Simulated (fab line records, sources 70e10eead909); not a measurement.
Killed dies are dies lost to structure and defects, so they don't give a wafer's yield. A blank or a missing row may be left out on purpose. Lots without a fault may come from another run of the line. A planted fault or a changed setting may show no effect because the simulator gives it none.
Chamber matching | flow nand_harc | NHARC_P_GATE_DESCUM_31 on rie_diel-08: 4 sister chambers
The step chemistry O2, time 3 s. 8 wafers are shown with their chamber, then 7 later ones without.

WAFERS WITH THEIR CHAMBER
wafer  | chamber | drypump_motor_current_A (A) | oes_product_au (a.u.)
L801.2 | 2       | 5.0                         | 1.015
L802.4 | 0       | 5.4                         | 1.002
L802.5 | 1       | 5.2                         | 1.015
L807.1 | 1       | 5.2                         | 1.023
L807.2 | 3       | 6.5                         | 0.999
L807.4 | 2       | 4.9                         | 1.015
L815.1 | 3       | 6.5                         | 1.002
L815.3 | 0       | 5.3                         | 1.015

WAFERS WITHOUT THEIR CHAMBER
wafer  | drypump_motor_current_A (A) | oes_product_au (a.u.)
L815.4 | 5.1                         | 1.006
L820.3 | 5.2                         | 1.000
L820.5 | 5.2                         | 0.998
L820.6 | 5.3                         | 1.006
L822.3 | 5.2                         | 1.005
L822.4 | 5.3                         | 1.020
L822.6 | 5.0                         | 1.003

WHICH CHAMBER EACH WENT THROUGH
wafer  | from the rows above          | in truth
L815.4 | can't be placed: 1 or 2 or 0 | 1
L820.3 | can't be placed: 0 or 1      | 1
L820.5 | can't be placed: 0 or 1      | 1
L820.6 | can't be placed: 0 or 1      | 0
L822.3 | can't be placed: 1 or 0      | 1
L822.4 | can't be placed: 1 or 0      | 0
L822.6 | 2                            | 2
Placed correctly: 1 of 7. Can't be placed from these rows: 6 (the true chamber is among the candidates in 6). Placed wrongly: 0.
How it was worked out, from the rows above alone: a wafer's distance from a chamber is the root of the sum, over the readings, of the square of ((its reading less the chamber's mean) divided by the reading's scatter). The wafer belongs to the nearest chamber; if the next one is less than 2 further off, it can't be placed. A chamber's mean is the mean of its shown wafers. The scatter: the root of (the sum of the squares of (reading less its chamber's mean) over the shown wafers, divided by (wafers less chambers)).
